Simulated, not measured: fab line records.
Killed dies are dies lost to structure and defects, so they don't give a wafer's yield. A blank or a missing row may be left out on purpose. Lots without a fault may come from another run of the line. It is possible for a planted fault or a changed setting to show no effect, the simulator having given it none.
Split-lot trial ; flow n5 finfet ; on a route of 1938 steps: 7 lots, 37 wafers read

SPLIT DETAILS
At N5_BEOL_M14_TRENCH_ETCH_34 (etches SiO2 in C4F8/O2/Ar, target depth 556.65 nm, time 126.9 s), the setting time s was moved away from the recipe's 126.9 s on 18 of the 37 wafers read, by -53.3% to +41.8%. This setting was run at the recipe's value on the other wafers.

FROM THE SPLIT TO THE READING: what the file shows between them, 10 steps
- N5_BEOL_M14_STRIP_70: strips in C4F8/O2/Ar
- N5_BEOL_M14_OCD_MEAS_35
- N5_BEOL_M14_STRIP_37: strips in O2
- N5_BEOL_M14_ETCH_38: etches SiCN in CF4/N2, target depth 106.5 nm, time 120.6 s
- N5_BEOL_M14_ECD_47: material Cu, target thk 1248 nm
- N5_BEOL_M14_ANNEAL_48: time 90 s
- N5_BEOL_M14_CMP_49: polishes, stops on SiO2, t overpolish 5.2 s, target thk 560 nm
- N5_BEOL_M14_THK_MEAS_50: measures by xrf
- N5_BEOL_M14_PRE_CLEAN_52: time 15 s
- N5_BEOL_M14_DEP_53: deposits SiCN from 3MS/NH3, target thk 50 nm, time 17.8 s

THE READING
Measured at N5_BEOL_M14_RS_MEAS_54 by four-point probe: M14_RS, in ohm/sq. On this fab line, fault-free wafers typically give 0.0328 ohm/sq with a standard deviation of 0.00069 ohm/sq.

wafer;tool, chamber at the split;time s as run, s;against the recipe;M14_RS, ohm/sq;against lot-mates on the recipe
L075.1;rie diel-05, 3;126.9;recipe;0.0327;-
L075.3;rie diel-05, 2;73.98;-41.7%;0.0598;+0.0271
L075.4;rie diel-05, 1;73.98;-41.7%;0.0579;+0.0252
L075.5;rie diel-05, 1;73.98;-41.7%;0.0574;+0.0247
L074.1;rie diel-05, 0;126.9;recipe;0.0341;-
L074.2;rie diel-05, 3;73.56;-42.0%;0.0575;+0.0240
L074.3;rie diel-05, 1;73.56;-42.0%;0.0584;+0.0249
L074.4;rie diel-05, 0;73.56;-42.0%;0.0596;+0.0261
L074.5;rie diel-05, 3;126.9;recipe;0.0327;-
L074.6;rie diel-05, 1;126.9;recipe;0.0336;-
L078.1;rie diel-05, 0;126.9;recipe;0.0340;-
L078.2;rie diel-05, 1;126.9;recipe;0.0334;-
L078.6;rie diel-05, 1;126.9;recipe;0.0338;-
L079.1;rie diel-01, 0;126.9;recipe;0.0327;-
L079.2;rie diel-01, 2;103;-18.8%;0.0412;+0.0083
L079.3;rie diel-01, 3;126.9;recipe;0.0330;-
L079.4;rie diel-01, 1;103;-18.8%;0.0392;+0.0063
L079.5;rie diel-01, 1;103;-18.8%;0.0395;+0.0066
L079.6;rie diel-01, 2;126.9;recipe;0.0331;-
L081.1;rie diel-01, 3;126.9;recipe;0.0330;-
L081.2;rie diel-01, 1;59.29;-53.3%;0.0690;+0.0367
L081.3;rie diel-01, 2;59.29;-53.3%;0.0728;+0.0405
L081.4;rie diel-01, 0;126.9;recipe;0.0325;-
L081.5;rie diel-01, 1;126.9;recipe;0.0315;-
L081.6;rie diel-01, 2;59.29;-53.3%;0.0729;+0.0406
L085.1;rie diel-01, 1;126.9;recipe;0.0314;-
L085.2;rie diel-01, 3;179.9;+41.8%;0.0233;-0.0094
L085.3;rie diel-01, 2;179.9;+41.8%;0.0236;-0.0091
L085.4;rie diel-01, 2;126.9;recipe;0.0335;-
L085.5;rie diel-01, 1;179.9;+41.8%;0.0222;-0.0105
L085.6;rie diel-01, 3;126.9;recipe;0.0331;-
L097.1;rie diel-05, 0;126.9;recipe;0.0344;-
L097.2;rie diel-05, 2;102;-19.6%;0.0421;+0.0085
L097.3;rie diel-05, 3;126.9;recipe;0.0324;-
L097.4;rie diel-05, 3;102;-19.6%;0.0407;+0.0071
L097.5;rie diel-05, 2;102;-19.6%;0.0421;+0.0085
L097.6;rie diel-05, 0;126.9;recipe;0.0340;-

FIT RESULTS
A straight line over all 37 wafers: M14_RS changes by -0.000524 ohm/sq for each +1% of time s; r = -0.94; the points scatter about the line by 0.0046 ohm/sq.
The same after taking each lot's own level away (the mean of its wafers on the recipe; 37 wafers): -0.000525 ohm/sq for each +1%; r = -0.94; scatter 0.0048 ohm/sq.
According to that fit, moving time s by its largest amount changes the reading by 0.028 ohm/sq.
The lots' own levels span 0.03233 to 0.03373 ohm/sq, that is 2.0 times the standard deviation above.
The two slopes are in agreement: the lot-to-lot level therefore moves the slope only a little.
Check: +0.0292 ohm/sq against its lot-mates is what the line predicts for one of the wafers moved furthest among these (-53.3%) when that wafer is left out of the fit. Against them it came out at +0.0367 ohm/sq.

THE WHOLE CHAIN: every reading that the file lists as answering this split, in the file's order
step;what it does;reading;change (the file's fit);r (the file's)
N5_BEOL_M14_TRENCH_ETCH_34;etches SiO2 in C4F8/O2/Ar, target depth 556.65 nm, time 126.9 s;etch.depth nm (the simulator's own value, which no gauge read);+5.56 nm for each +1% of the setting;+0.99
N5_BEOL_M14_OCD_MEAS_35;;trench depth nm;+5.61 nm for each +1% of the setting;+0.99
N5_BEOL_M14_CMP_49;polishes, stops on SiO2, t overpolish 5.2 s, target thk 560 nm;Cu_of_BEOL_M14_ECD_47.thk nm (the simulator's own value, which no gauge read);+5.58 nm for each +1% of the setting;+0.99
N5_BEOL_M14_THK_MEAS_50;measures by xrf;M14_THK;+5.6 for each +1% of the setting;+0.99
N5_BEOL_M14_RS_MEAS_54;measures by four-point-probe;M14_RS;-0.000549 for each +1% of the setting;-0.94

THE FILE'S OWN FIT
M14_RS changes by -0.000549 ohm/sq for each +1% of time s, r = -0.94.
